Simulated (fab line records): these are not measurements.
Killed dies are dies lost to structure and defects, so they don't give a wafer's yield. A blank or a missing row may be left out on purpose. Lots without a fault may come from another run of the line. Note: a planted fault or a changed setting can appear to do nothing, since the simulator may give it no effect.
fab line records	flow n5Finfet	part 1 of 2: steps 1 to 22 of 32
[record] lots = 5	wafers = 15	lastDay = 17
route steps=1938 shown BEOL_M0@721 BEOL_M1@751
lots that met no fault: taken from a fault-free run of the same line
startH: start of the lot's first displayed wafer, in hours after the record's first day	waitH: time in hours since the lot's previous step	" identical to the entry in the row above	L1.1+2: a single row standing in for several wafers	- no value, or no start was given	* or withheld: withheld	< > ~ a bound
route shown NAME@n: NAME is a module with steps in the file, n the number in the route of the first one	usual: mean/standard deviation of fault-free wafers	same: alike in all rows	chamber/n: place in a boat	sites: each site's reading	_std_site: their standard deviation	_edge_site: mean of outer sites minus mean of inner sites	radiusMm: for every site, how far away it sits from the centre of the wafer	mask NAME#n: copy n	behind: the tool/chamber that last shaped the wafer	hold: why the lot was held/for how many hours/how that ended	device: names the non-switching transistor (n, p or np)	end of line: the same wafers' tests at the end of the route	a step with no rows: only its recipe	killed: at the first sort, the dies lost to defects and structure; wafer yield is something else	map: shows each die of a wafer: x if killed, . if not, _ if none is there
set.NAME: the setting the step ran with; set.NAME@STEP: the setting that earlier step ran with	model.NAME: the simulator's own value behind a step, which no gauge read
lots at selected steps of the route; one table per step, one row per wafer
services: when a tool's chamber went out of use (startH, in hours from the record's first day, below 0 if earlier), for how many hours, and the reason
[[steps]]
[step N5_BEOL_M0_TRENCH_ETCH_107]
[recipe] chemistry = C4F6/O2	targetDepthA = 328	target = SiOC	timeS = 16.4	ionEnergyEv = 250	pressureMtorr = 30	sourceW = 355	biasW = 185	Ar_flow_sccm = 300	C4F6_flow_sccm = 10	O2_flow_sccm = 10
[usual] drypumpMotorCurrentA = 6.0/0.51	oesProductAu = 0.77/0.092	rfVppV = 667/13	showerheadPlenumPTorr = 2.88/0.11	throttleValvePct = 20.80/0.27
lot.wafer	tool	chamber	startH	waitH	drypumpMotorCurrentA	oesProductAu	rfHoursCounterH	rfVppV	showerheadPlenumPTorr	throttleValvePct
L078.2	rieDiel-05	0	137.60	0.0	5.7	0.69	229	683	2.94	21.18
L078.3	"	2	"	"	5.6	0.71	173	660	2.97	21.14
L078.5	"	0	"	"	5.6	0.68	-	684	2.94	21.20
L080.2	rieDiel-02	0	158.60	0.0	6.2	0.71	198	678	2.93	20.52
L080.5	"	3	"	"	6.0	0.92	-	655	3.04	20.98
L080.6	"	2	"	"	5.7	0.82	-	674	2.86	20.74
L084.2	rieDiel-05	1	178.57	0.0	6.5	0.71	202	678	2.81	20.42
L084.4	"	2	"	"	5.5	0.71	186	658	2.96	21.17
L084.5	"	3	"	"	6.2	0.72	-	644	2.70	20.79
L087.2	rieDiel-01	1	199.59	0.0	6.1	0.82	100	677	2.99	20.87
L087.3	"	0	"	"	6.8	0.72	175	680	2.86	21.09
L087.6	"	3	"	"	5.1	0.84	-	653	2.80	20.68
L091.2	rieDiel-02	1	220.66	0.0	6.5	0.90	36	674	3.01	20.49
L091.3	"	0	"	"	6.2	0.70	219	678	2.92	20.55
L091.4	"	2	"	"	5.7	0.80	101	673	2.85	20.75
[step N5_BEOL_M0_STRIP_142]
[recipe] chemistry = N2/H2	timeS = 10	powerW = 450	tempC = 40	pressureMtorr = 20	rfFrequencyHz = 6e+07	biasPowerW = 7	n2FlowSccm = 200	h2FlowSccm = 200
[usual] drypumpMotorCurrentA = 6.0/0.51	oesProductAu = 0.77/0.094	rfVppV = 59.3/0.85	showerheadPlenumPTorr = 2.56/0.1	throttleValvePct = 23.6/0.31
lot.wafer	tool	chamber	startH	waitH	drypumpMotorCurrentA	oesProductAu	rfHoursCounterH	rfVppV	showerheadPlenumPTorr	throttleValvePct
L078.2	rieDiel-05	0	137.63	0.0	5.6	0.69	229	58.6	2.59	23.8
L078.3	"	2	"	"	5.6	0.73	173	60.0	2.63	24.0
L078.5	"	0	"	"	5.7	0.69	-	60.2	2.59	23.8
L080.2	rieDiel-02	0	158.62	0.0	6.2	0.71	198	60.7	2.62	23.3
L080.5	"	3	"	"	6.0	0.93	-	60.4	2.69	23.4
L080.6	"	2	"	"	5.7	0.82	-	59.2	2.58	24.0
L084.2	rieDiel-05	1	178.59	0.0	6.5	0.71	202	60.6	2.53	23.2
L084.4	"	2	"	"	5.6	0.71	186	60.1	2.63	24.0
L084.5	"	3	"	"	6.2	0.71	-	58.8	2.39	23.6
L087.2	rieDiel-01	1	199.62	0.0	6.1	0.81	100	59.9	2.67	24.0
L087.3	"	0	"	"	6.8	0.72	175	58.5	2.52	23.5
L087.6	"	3	"	"	5.1	0.83	-	59.1	2.48	23.2
L091.2	rieDiel-02	1	220.69	0.0	6.5	0.89	36	60.3	2.70	23.3
L091.3	"	0	"	"	6.3	0.70	219	58.7	2.61	23.3
L091.4	"	2	"	"	5.7	0.79	101	59.6	2.57	24.1
[step N5_BEOL_M0_OCD_MEAS_108]
[usual] trenchDepthNm = 33.0/0.67
lot.wafer	tool	chamber	startH	waitH	trenchDepthNm
L078.2	ocd-01	-	137.71	0.1	31.9
L078.3	"	-	"	"	31.2
L078.5	"	-	"	"	32.4
L080.2	ocd-02	-	158.70	0.1	33.0
L080.5	"	-	"	"	32.7
L080.6	"	-	"	"	32.9
L084.2	ocd-01	-	178.67	0.1	32.9
L084.4	"	-	"	"	32.3
L084.5	"	-	"	"	33.5
L087.2	ocd-02	-	199.70	0.1	33.9
L087.3	"	-	"	"	31.5
L087.6	"	-	"	"	33.3
L091.2	ocd-02	-	220.77	0.1	32.9
L091.3	"	-	"	"	33.2
L091.4	"	-	"	"	33.3
[step N5_BEOL_M0_HM_STRIP_129]
[recipe] chemistry = peroxideTinStrip	material = TiN	targetDepthA = 170	tempC = 50	timeS = 108
lot.wafer	tool	chamber	startH	waitH
L078.2+3+5	wetBench-02	3,0,1	137.74	0.0
L080.2+5+6	wetBench-06	2,6,1	158.73	0.0
L084.2+4+5	wetBench-04	0,5,2	178.70	0.0
L087.2+3+6	wetBench-02	6,7,3	199.73	0.0
L091.2+3+4	wetBench-04	1,6,5	220.80	0.0
[step N5_BEOL_M0_SRD_130]
[recipe] timeS = 30	tempC = 23	rinseLiquid = diw	dry = ipaMarangoni
lot.wafer	tool	chamber	startH	waitH
L078.2+3+5	wetBench-02	3,0,1	137.77	0.0
L080.2+5+6	wetBench-06	2,6,1	158.76	0.0
L084.2+4+5	wetBench-04	0,5,2	178.77	0.0
L087.2+3+6	wetBench-02	6,7,3	199.77	0.0
L091.2+3+4	wetBench-04	1,6,5	220.83	0.0
[step N5_BEOL_M0_ETCH_109]
[recipe] chemistry = CH3F/O2	targetDepthA = 80	overetchA = 24	target = SiCN	timeS = 27.4	ionEnergyEv = 120	pressureMtorr = 30	sourceW = 395	biasW = 75	Ar_flow_sccm = 150	CH3F_flow_sccm = 30	O2_flow_sccm = 20
[usual] drypumpMotorCurrentA = 6.0/0.53	oesProductAu = 0.66/0.074	rfVppV = 297.7/1.7	showerheadPlenumPTorr = 2.03/0.078	throttleValvePct = 16.27/0.22
lot.wafer	tool	chamber	startH	waitH	drypumpMotorCurrentA	oesProductAu	rfHoursCounterH	rfVppV	showerheadPlenumPTorr	throttleValvePct
L078.2	rieDiel-02	2	137.82	0.0	5.7	0.69	71	298.7	2.01	16.17
L078.3	"	3	"	"	5.9	0.79	20	299.8	2.14	16.32
L078.5	"	0	"	"	6.2	0.61	-	298.1	2.06	16.02
L080.2	rieDiel-05	1	158.81	0.0	6.5	0.61	194	296.1	1.97	15.97
L080.5	"	2	"	"	5.6	0.62	-	298.7	2.08	16.57
L080.6	"	3	"	"	6.2	0.62	-	295.1	1.89	16.28
L084.2	rieDiel-02	1	179.32	0.5	6.5	0.78	21	299.7	2.13	15.91
L084.4	"	3	"	"	5.9	0.76	33	299.3	2.14	16.36
L084.5	"	0	"	"	6.3	0.61	-	297.9	2.06	16.05
L087.2	rieDiel-01	0	199.81	0.0	6.8	0.63	175	296.1	2.01	16.50
L087.3	"	1	"	"	6.2	0.69	100	299.5	2.11	16.30
L087.6	"	1	"	"	6.1	0.68	-	299.3	2.11	16.30
L091.2	rieDiel-05	3	221.12	0.3	6.2	0.58	250	294.4	1.89	16.33
L091.3	"	2	"	"	5.5	0.60	203	298.7	2.08	16.61
L091.4	"	1	"	"	6.5	0.60	-	296.7	1.97	16.02
[step N5_BEOL_M0_STRIP_139]
[recipe] chemistry = postEtchResidueRemover	timeS = 60	tempC = 25	removerPh = withheld	removerWaterWtPct = withheld	removerFluorideWtPct = withheld
lot.wafer	tool	chamber	startH	waitH
L078.2+3+5	wetBench-02	4,2,5	137.92	0.1
L080.2+5+6	wetBench-06	0,3,1	158.92	0.1
L084.2+4+5	wetBench-06	6,5,1	179.43	0.1
L087.2+3+6	wetBench-02	7,0,6	199.91	0.1
L091.2+3+4	wetBench-06	5,3,1	221.22	0.1
[step N5_BEOL_M0_SRD_111]
[recipe] timeS = 30	tempC = 23	rinseLiquid = diw	dry = ipaMarangoni
lot.wafer	tool	chamber	startH	waitH
L078.2+3+5	wetBench-02	4,2,5	137.94	0.0
L080.2+5+6	wetBench-06	0,3,1	158.94	0.0
L084.2+4+5	wetBench-06	6,5,1	179.44	0.0
L087.2+3+6	wetBench-02	7,0,6	199.93	0.0
L091.2+3+4	wetBench-06	5,3,1	221.24	0.0
[step N5_BEOL_M0_DEGAS_112]
[recipe] ambient = vacuum	tempC = 250	timeS = 60
[usual] heaterPowerW = 328/32
lot.wafer	tool	chamber	startH	waitH	heaterPowerW
L078.2	pvdSputter-02	-	138.61	0.7	305
L078.3	"	-	"	"	345
L078.5	"	-	"	"	341
L080.2	pvdSputter-03	-	159.11	0.1	306
L080.5	"	-	"	"	317
L080.6	"	-	"	"	303
L084.2	pvdSputter-02	-	181.54	2.1	308
L084.4	"	-	"	"	284
L084.5	"	-	"	"	299
L087.2	pvdSputter-03	-	200.41	0.5	298
L087.3	"	-	"	"	311
L087.6	"	-	"	"	352
L091.2	pvdSputter-01	-	221.58	0.3	332
L091.3	"	-	"	"	321
L091.4	"	-	"	"	344
[step N5_BEOL_M0_PRE_CLEAN_113]
[recipe] gas = H2/He	timeS = 30	tempC = 250
[usual] heaterPowerW = 329/33
lot.wafer	tool	chamber	startH	waitH	heaterPowerW
L078.2	pvdSputter-02	-	138.65	0.0	302
L078.3	"	-	"	"	344
L078.5	"	-	"	"	357
L080.2	pvdSputter-03	-	159.15	0.0	298
L080.5	"	-	"	"	317
L080.6	"	-	"	"	298
L084.2	pvdSputter-02	-	181.58	0.0	303
L084.4	"	-	"	"	291
L084.5	"	-	"	"	304
L087.2	pvdSputter-03	-	200.45	0.0	299
L087.3	"	-	"	"	317
L087.6	"	-	"	"	355
L091.2	pvdSputter-01	-	221.62	0.0	340
L091.3	"	-	"	"	325
L091.4	"	-	"	"	339
[step N5_BEOL_M0_ALD_136]
[recipe] material = TaN	targetThkA = *	tempC = 275	aldPrecursorFamily = PDMAT	aldCoReactant = NH3	pressureTorr = 3	carrierFlowSccm = 1500	pulseTimeS = 2	purgeTimeS = 3	coReactantPurgeTimeS = 2	coReactantPulseTimeS = 3	aldCycles = 30	precursorVesselTempC = 75	precursorVesselPressureTorr = 26.25	precursorVesselCarrierSccm = 1000
[usual] heaterPowerW = 420/46	precursorVesselCarrierSccm = 1000.2/3
lot.wafer	tool	chamber	startH	waitH	heaterPowerW	precursorVesselCarrierSccm
L078.2	aldMetal-02	1	138.73	0.1	433	1002.9
L078.3	"	0	"	"	352	1000.0
L078.5	"	3	"	"	458	996.9
L080.2	aldMetal-02	3	159.33	0.2	458	1003.4
L080.5	"	3	"	"	458	1001.3
L080.6	"	2	"	"	473	996.4
L084.2	aldMetal-02	3	181.64	0.0	465	1000.9
L084.4	"	2	"	"	466	1000.9
L084.5	"	3	"	"	465	1003.0
L087.2	aldMetal-04	0	200.52	0.0	413	1000.0
L087.3	"	1	"	"	336	999.6
L087.6	"	3	"	"	453	997.2
L091.2	aldMetal-04	3	221.69	0.0	462	999.7
L091.3	"	2	"	"	389	994.6
L091.4	"	0	"	"	427	996.9
[step N5_BEOL_M0_SURFACE_TREAT_137]
[recipe] gas = Ar	timeS = *	ionEnergyEv = *	ionCurrentMaCm2 = 0.5	pressureMtorr = *	arFlowSccm = 30
[usual] throttleValvePct = *
lot.wafer	tool	chamber	startH	waitH	throttleValvePct
L078.2	pvdSputter-02	-	139.01	0.2	*
L078.3	"	-	"	"	*
L078.5	"	-	"	"	*
L080.2	pvdSputter-03	-	159.73	0.3	*
L080.5	"	-	"	"	*
L080.6	"	-	"	"	*
L084.2	pvdSputter-03	-	181.87	0.1	*
L084.4	"	-	"	"	*
L084.5	"	-	"	"	*
L087.2	pvdSputter-03	-	200.82	0.2	*
L087.3	"	-	"	"	*
L087.6	"	-	"	"	*
L091.2	pvdSputter-01	-	221.95	0.2	*
L091.3	"	-	"	"	*
L091.4	"	-	"	"	*
[step N5_BEOL_M0_CVD_115]
[recipe] material = Co	targetThkA = *	tempC = withheld	precursor = CCTBA/H2	pressureTorr = 30	timeS = 120
lot.wafer	tool	chamber	startH	waitH
L078.2+3+5	cvdCo-02	1,2,0	139.11	0.1
L080.2+5+6	cvdCo-01	2,2,1	160.02	0.3
L084.2+4+5	cvdCo-02	1,1,0	181.95	0.1
L087.2+3+6	cvdCo-02	1,0,0	200.91	0.1
L091.2+3+4	cvdCo-02	0,1,2	222.08	0.1
[step N5_BEOL_M0_SPUTTER_116]
[recipe] material = Cu	targetThkA = 40	tempC = -20	chamberPressurePa = 0.07	powerW = withheld	timeS = 7.37
[usual] chuckGasFlowSccm = 1.27/0.054	throttleValvePct = 30.1/0.99
lot.wafer	tool	chamber	startH	waitH	chuckGasFlowSccm	throttleValvePct
L078.2	pvdSputter-01	-	139.25	0.1	1.19	31.0
L078.3	"	-	"	"	1.40	31.0
L078.5	"	-	"	"	1.37	30.6
L080.2	pvdSputter-03	-	160.15	0.1	1.22	29.7
L080.5	"	-	"	"	1.28	29.2
L080.6	"	-	"	"	1.23	31.4
L084.2	pvdSputter-02	-	182.05	0.1	1.25	29.9
L084.4	"	-	"	"	1.31	28.2
L084.5	"	-	"	"	1.22	27.8
L087.2	pvdSputter-01	-	201.10	0.1	1.32	29.6
L087.3	"	-	"	"	1.31	30.8
L087.6	"	-	"	"	1.19	31.0
L091.2	pvdSputter-01	-	222.19	0.1	1.34	29.5
L091.3	"	-	"	"	1.25	29.7
L091.4	"	-	"	"	1.31	30.9
[step N5_BEOL_M0_ANNEAL_117]
[recipe] tempC = 400	timeS = 60	ambient = vacuum
[usual] heaterPowerW = 839/89
lot.wafer	tool	chamber	startH	waitH	heaterPowerW
L078.2	pvdSputter-01	-	139.33	0.0	831
L078.3	"	-	"	"	881
L078.5	"	-	"	"	869
L080.2	pvdSputter-03	-	160.23	0.0	877
L080.5	"	-	"	"	785
L080.6	"	-	"	"	741
L084.2	pvdSputter-02	-	182.13	0.0	841
L084.4	"	-	"	"	711
L084.5	"	-	"	"	736
L087.2	pvdSputter-01	-	201.18	0.0	1000
L087.3	"	-	"	"	840
L087.6	"	-	"	"	856
L091.2	pvdSputter-01	-	222.27	0.0	1017
L091.3	"	-	"	"	793
L091.4	"	-	"	"	836
[step N5_BEOL_M0_SPUTTER_132]
[recipe] material = Cu	targetThkA = 40	tempC = -20	chamberPressurePa = 0.07	powerW = withheld	timeS = 7.37
[usual] chuckGasFlowSccm = 1.28/0.05	throttleValvePct = 30.0/0.99
lot.wafer	tool	chamber	startH	waitH	chuckGasFlowSccm	throttleValvePct
L078.2	pvdSputter-01	-	139.37	0.0	1.28	30.8
L078.3	"	-	"	"	1.36	30.6
L078.5	"	-	"	"	1.25	30.6
L080.2	pvdSputter-03	-	160.27	0.0	1.34	29.8
L080.5	"	-	"	"	1.32	29.1
L080.6	"	-	"	"	1.31	31.7
L084.2	pvdSputter-02	-	182.17	0.0	1.31	29.8
L084.4	"	-	"	"	1.24	28.0
L084.5	"	-	"	"	1.27	28.0
L087.2	pvdSputter-01	-	201.22	0.0	1.28	29.4
L087.3	"	-	"	"	1.23	31.0
L087.6	"	-	"	"	1.17	31.3
L091.2	pvdSputter-01	-	222.32	0.0	1.33	29.8
L091.3	"	-	"	"	1.34	30.1
L091.4	"	-	"	"	1.28	31.0
[step N5_BEOL_M0_ANNEAL_133]
[recipe] tempC = 400	timeS = 60	ambient = vacuum
[usual] heaterPowerW = 837/92
lot.wafer	tool	chamber	startH	waitH	heaterPowerW
L078.2	pvdSputter-01	-	139.45	0.0	833
L078.3	"	-	"	"	867
L078.5	"	-	"	"	845
L080.2	pvdSputter-03	-	160.35	0.0	869
L080.5	"	-	"	"	783
L080.6	"	-	"	"	740
L084.2	pvdSputter-02	-	182.25	0.0	847
L084.4	"	-	"	"	704
L084.5	"	-	"	"	703
L087.2	pvdSputter-01	-	201.30	0.0	1034
L087.3	"	-	"	"	869
L087.6	"	-	"	"	846
L091.2	pvdSputter-01	-	222.40	0.0	1040
L091.3	"	-	"	"	828
L091.4	"	-	"	"	841
[step N5_BEOL_M0_SPUTTER_134]
[recipe] material = Cu	targetThkA = 40	tempC = -20	chamberPressurePa = 0.07	powerW = withheld	timeS = 7.37
[usual] chuckGasFlowSccm = 1.28/0.057	throttleValvePct = 30.1/1
lot.wafer	tool	chamber	startH	waitH	chuckGasFlowSccm	throttleValvePct
L078.2	pvdSputter-01	-	139.49	0.0	1.19	30.9
L078.3	"	-	"	"	1.23	30.7
L078.5	"	-	"	"	1.30	30.7
L080.2	pvdSputter-03	-	160.39	0.0	1.36	30.0
L080.5	"	-	"	"	1.31	29.3
L080.6	"	-	"	"	1.34	31.9
L084.2	pvdSputter-02	-	182.29	0.0	1.24	29.9
L084.4	"	-	"	"	1.37	28.0
L084.5	"	-	"	"	1.31	27.9
L087.2	pvdSputter-01	-	201.34	0.0	1.31	29.6
L087.3	"	-	"	"	1.26	30.9
L087.6	"	-	"	"	1.26	31.2
L091.2	pvdSputter-01	-	222.45	0.0	1.24	29.7
L091.3	"	-	"	"	1.36	29.9
L091.4	"	-	"	"	1.25	31.0
[step N5_BEOL_M0_ANNEAL_135]
[recipe] tempC = 400	timeS = 60	ambient = vacuum
[usual] heaterPowerW = 838/93
lot.wafer	tool	chamber	startH	waitH	heaterPowerW
L078.2	pvdSputter-01	-	139.57	0.0	863
L078.3	"	-	"	"	830
L078.5	"	-	"	"	863
L080.2	pvdSputter-03	-	160.47	0.0	884
L080.5	"	-	"	"	782
L080.6	"	-	"	"	743
L084.2	pvdSputter-02	-	182.37	0.0	838
L084.4	"	-	"	"	711
L084.5	"	-	"	"	715
L087.2	pvdSputter-01	-	201.42	0.0	1013
L087.3	"	-	"	"	850
L087.6	"	-	"	"	848
L091.2	pvdSputter-01	-	222.53	0.0	1021
L091.3	"	-	"	"	820
L091.4	"	-	"	"	847
[step N5_BEOL_M0_SPUTTER_141]
[recipe] material = Cu	targetThkA = 40	tempC = -20	chamberPressurePa = 0.07	powerW = withheld	timeS = 7.37
[usual] chuckGasFlowSccm = 1.27/0.056	throttleValvePct = 30.1/0.99
lot.wafer	tool	chamber	startH	waitH	chuckGasFlowSccm	throttleValvePct
L078.2	pvdSputter-01	-	139.61	0.0	1.31	30.8
L078.3	"	-	"	"	1.30	30.5
L078.5	"	-	"	"	1.22	30.3
L080.2	pvdSputter-03	-	160.51	0.0	1.25	29.8
L080.5	"	-	"	"	1.24	29.5
L080.6	"	-	"	"	1.23	31.6
L084.2	pvdSputter-02	-	182.41	0.0	1.31	30.3
L084.4	"	-	"	"	1.24	28.1
L084.5	"	-	"	"	1.25	28.2
L087.2	pvdSputter-01	-	201.46	0.0	1.32	29.8
L087.3	"	-	"	"	1.34	30.8
L087.6	"	-	"	"	1.15	31.2
L091.2	pvdSputter-01	-	222.58	0.0	1.37	29.6
L091.3	"	-	"	"	1.27	29.8
L091.4	"	-	"	"	1.20	31.0
[step N5_BEOL_M0_ECD_118]
[recipe] material = Cu	targetThkA = 3000
lot.wafer	tool	chamber	startH	waitH
L078.2+3+5	ecdCu-01	0	139.73	0.1
L080.2+5+6	ecdCu-02	1,1,0	160.62	0.1
L084.2+4+5	ecdCu-02	0,1,0	182.53	0.1
L087.2+3+6	ecdCu-02	1	201.58	0.1
L091.2+3+4	ecdCu-01	0,0,1	222.72	0.1
[step N5_BEOL_M0_ANNEAL_119]
[recipe] tempC = 225	timeS = 90	ambient = N2
[usual] annealTempC = 225.02/0.16	wafer_temp_C_max = 226.0/0.32
lot.wafer	tool	chamber	startH	waitH	annealTempC	wafer_temp_C_max
L078.2	rtpAnneal-02	0	140.10	0.4	225.12	225.7
L078.3	"	0	"	"	225.07	225.6
L078.5	"	0	"	"	225.05	226.1
L080.2	rtpAnneal-02	0	160.75	0.1	225.18	225.8
L080.5	"	0	"	"	225.26	225.8
L080.6	"	0	"	"	225.26	225.6
L084.2	rtpAnneal-01	0	182.71	0.2	224.77	226.3
L084.4	"	0	"	"	224.82	226.3
L084.5	"	0	"	"	224.98	226.2
L087.2	rtpAnneal-02	0	201.94	0.3	224.95	225.7
L087.3	"	0	"	"	224.91	225.7
L087.6	"	0	"	"	225.08	225.7
L091.2	rtpAnneal-01	0	222.84	0.1	225.15	226.8
L091.3	"	0	"	"	224.99	226.4
L091.4	"	0	"	"	225.14	226.1
